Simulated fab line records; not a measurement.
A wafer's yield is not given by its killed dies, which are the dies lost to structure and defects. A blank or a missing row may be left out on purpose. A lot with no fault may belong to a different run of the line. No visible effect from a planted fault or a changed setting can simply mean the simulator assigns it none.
Struck lot and sound lot, side by side	flow nandHarc	16 steps out of a route of 1302
Sound: the wafers L358.1, L358.2, L358.5. Struck: wafers L368.2, L368.3, L368.4. Last of all comes the cause.
Per side, at each step with rows, come the tool, then ch with its chambers, and then its first start. Under that, the readings that differ: sound wafers	struck wafers	difference of the means	sigmas: that difference in standard deviations of wafers without a fault.
alike: same words and numbers on both sides, and readings whose means sit less than 2 such deviations apart. not compared: any withheld reading, any reading some wafer has no value for, any bound like >300 that may hide the same value, and any number with overlapping values for which the record gives no deviation.
Wherever a step has rows on one side only, a row that says differs or no value, or a row with sigmas, the two part there. Numbers that have no deviation but don't overlap get no sigmas and don't part them. A reading that every wafer of one side lacks parts them only if that side has two wafers or more.

NHARC_P_START_INSPECT_01:
  sound: defectInspect-02 at day 4 18:02; struck: defectInspect-01 at day 8 22:02
  alike: rawDefectCount
then, 10 steps without rows for these wafers: NHARC_P_ZERO_WELL_PRECLEAN_00 (cleans in SPM, time 600 s); NHARC_P_ZERO_WELL_SRD_01; NHARC_P_ZERO_WELL_PECVD_02 (deposits SiO2, target thk 10 nm); NHARC_P_ZERO_WELL_DEHYDRATE_03 (time 120 s); NHARC_P_ZERO_WELL_HMDS_04 (time 30 s); NHARC_P_ZERO_WELL_COAT_64 (time 65 s); NHARC_P_ZERO_WELL_COAT_05 (resist thk 600 nm); NHARC_P_ZERO_WELL_SOFTBAKE_06 (time 70 s); NHARC_P_ZERO_WELL_EBR_07; NHARC_P_ZERO_WELL_EXPOSE_08 (exposes mask P ZERO, target cd 500 nm).
NHARC_P_ZERO_WELL_PEB_09: peb time 80 s.
  sound on lithoTrack-02 ch 0, day 4 19:02; struck on lithoTrack-03 ch 0, day 8 23:09
reading	sound	struck	difference	sigmas
heaterPowerTotalW (W)	190.9 190.7 190.8	213.7 212.1 213.0	+22.1	+27
plateTempC (C)	127.95 127.95 127.94	139.74 139.99 139.73	+11.87	+85
then, 1 step without rows for these wafers: NHARC_P_ZERO_WELL_DEVELOP_10 (time 50 s).
NHARC_P_ZERO_WELL_CD_MEAS_11 targets a cd of 500 nm.
  sound on cdSem-01 ch 0, day 4 19:08; struck on cdSem-03 ch 0, day 8 23:14
reading	sound	struck	difference	sigmas
cdNm (nm)	502.5 499.6 497.7	547.5 550.5 547.0	+48.4	+17
then, 1 step without rows for these wafers: NHARC_P_ZERO_WELL_HARDBAKE_12 (time 65 s).
-- the record jumps here: 22 days lie between the struck wafers' starts before and after (it left off in module P_ZERO_WELL and takes up again in module END, whose first step shown is number 1302 of the route) --
NHARC_END_SORT_01:
  sound on prober-01 ch 0, day 27 04:10; struck on prober-02 ch 0, day 30 20:06
  alike: killedAtArray, killedAtOther, killedAtPeriphery, killedDies, killedOpen, killedShort

== WHERE THEY PART ==
Last at NHARC_P_ZERO_WELL_CD_MEAS_11 as far as this record goes, first at NHARC_P_ZERO_WELL_PEB_09. Later steps at which nothing parts them and some readings are alike: NHARC_END_SORT_01.

WHY: whatever the simulator had introduced
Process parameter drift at NHARC_P_ZERO_WELL_PEB_09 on lithoTrack-03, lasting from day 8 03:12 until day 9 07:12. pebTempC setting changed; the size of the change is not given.
